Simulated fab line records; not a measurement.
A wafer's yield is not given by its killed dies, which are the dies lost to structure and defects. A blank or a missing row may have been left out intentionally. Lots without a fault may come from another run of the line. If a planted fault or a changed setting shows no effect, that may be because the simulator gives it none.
Split-lot study	flow n5 finfet	on a route of 1938 steps: 7 lots, 21 wafers read

## THE SPLIT
At N5_MOL_CONTACT_COAG_PECVD_31 (deposits SiO2 from TEOS/O2, target thk 46 nm, time 8.9 s), the setting time s was moved away from the recipe's 8.9 s on 8 of the 21 wafers read, by -10.1% to +13.7%. This setting was run at the recipe's value on the other wafers.

## FROM THE SPLIT TO THE READING: what the file shows between them, 6 steps
- N5_MOL_CONTACT_COAG_COAT_75: time 60 s, resist thk 60 nm
- N5_MOL_CONTACT_COAG_COAT_76: time 60 s, resist thk 10 nm
- N5_MOL_CONTACT_COAG_ETCHBACK_135: etches SiO2 in CHF3, target depth 25 nm, time 16.7 s
- N5_MOL_CONTACT_COAG_STRIP_118: strips in CHF3
- N5_MOL_CONTACT_COAG_VIA_ETCH_46: etches SiO2 in C4F6/O2, target depth 46 nm, overetch 9.2 nm, time 40 s
- N5_MOL_CONTACT_COAG_STRIP_96: strips in N2/H2

## THE READING
SiO2_of_MOL_CONTACT_COAG_PECVD_31.thk nm (the simulator's own value, which no gauge read), in nm, at N5_MOL_CONTACT_COAG_ETCH_47 (etches SiNx in CH3F/O2, stops on W, target depth 27 nm). No usual value for it is given in the file. Across the 13 wafers here that went through the recipe, the average is 44.0 nm and the standard deviation 0.64 nm.

wafer	tool, chamber at the split	time s as run, s	against the recipe	SiO2_of_MOL_CONTACT_COAG_PECVD_31.thk nm, nm	against lot-mates on the recipe
L083.2	pecvd-02, 0	8.9	recipe	43.6	-
L083.5	pecvd-02, 2	9.664	+8.6%	47.2	+3.6
L083.6	pecvd-02, 1	9.664	+8.6%	47.8	+4.2
L084.2	pecvd-04, 2	8.005	-10.1%	38.6	-5.6
L084.4	pecvd-04, 1	8.005	-10.1%	39.8	-4.4
L084.5	pecvd-04, 2	8.9	recipe	44.2	-
L086.1	pecvd-04, 1	8.9	recipe	44	-
L086.4	pecvd-04, 0	8.9	recipe	43.6	-
L086.6	pecvd-04, 2	8.9	recipe	44.6	-
L089.1	pecvd-04, 1	8.9	recipe	43.8	-
L089.4	pecvd-04, 2	8.9	recipe	44.2	-
L089.5	pecvd-04, 1	9.548	+7.3%	47.6	+3.6
L091.1	pecvd-01, 1	8.9	recipe	43.4	-
L091.2	pecvd-01, 2	8.9	recipe	42.8	-
L091.3	pecvd-01, 0	10.12	+13.7%	49.2	+6.1
L093.1	pecvd-02, 0	8.141	-8.5%	39.4	-4.7
L093.4	pecvd-02, 2	8.9	recipe	43.8	-
L093.6	pecvd-02, 2	8.9	recipe	44.4	-
L096.4	pecvd-04, 2	8.9	recipe	45.4	-
L096.5	pecvd-04, 1	8.9	recipe	44.8	-
L096.6	pecvd-04, 0	9.401	+5.6%	46.8	+1.7

FIT RESULTS
A straight line over all 21 wafers: SiO2_of_MOL_CONTACT_COAG_PECVD_31.thk nm changes by +0.447 nm for each +1% of time s; r = +0.97; the points scatter about the line by 0.66 nm.
The same after taking each lot's own level away (the mean of its wafers on the recipe; 21 wafers): +0.473 nm for each +1%; r = +0.99; scatter 0.42 nm.
Per that fit: largest time s move, reading shift of 6.5 nm.
Across the lots, their own levels run from 43.10 to 45.10 nm, a range of 3.1 times the standard deviation given above.
Consequently the slope shifts little with the lot-to-lot level, the two slopes agreeing.
Check: for one of the wafers moved furthest among these (+13.7%), held out of the fit, the line's prediction against its lot-mates is +6.47 nm. It came out at +6.1 nm against them.

## FURTHER SPLITS ON THESE WAFERS
Other splits were also applied to these wafers ahead of the reading. Each is held against what the fit with the lots' levels taken away leaves over:
other split on the same wafers	wafers away from the commonest value	r with SiO2_of_MOL_CONTACT_COAG_PECVD_31.thk nm (lot level and that fit taken away)
N5_SD_EPI_N_EPI_21 epi growth time s	8	+0.17
N5_SDB_COAT_03 spin rpm	8	+0.06
N5_SDB_ETCH_17 cf4 flow sccm	6	+0.11
N5_HKMG_FIN_PEB_10 peb time s	4	+0.00
N5_HKMG_FIN_COAT_66 spin rpm	8	-0.03

## THE WHOLE CHAIN: every reading that the file lists as answering this split, in the file's order
step	what it does	reading	change (the file's fit)	r (the file's)
N5_MOL_CONTACT_COAG_PECVD_31	deposits SiO2 from TEOS/O2, target thk 46 nm, time 8.9 s	SiO2_of_MOL_CONTACT_COAG_PECVD_31.thk nm (the simulator's own value, which no gauge read)	+0.478 nm for each +1% of the setting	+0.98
N5_MOL_CONTACT_COAG_VIA_ETCH_46	etches SiO2 in C4F6/O2, target depth 46 nm, overetch 9.2 nm, time 40 s	etch.depth nm (the simulator's own value, which no gauge read)	+0.474 nm for each +1% of the setting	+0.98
N5_MOL_CONTACT_COAG_ETCH_47	etches SiNx in CH3F/O2, stops on W, target depth 27 nm	SiO2_of_MOL_CONTACT_COAG_PECVD_31.thk nm (the simulator's own value, which no gauge read)	+0.468 nm for each +1% of the setting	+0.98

## FILE'S OWN FIT
SiO2_of_MOL_CONTACT_COAG_PECVD_31.thk nm changes by +0.468 nm for each +1% of time s, r = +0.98.
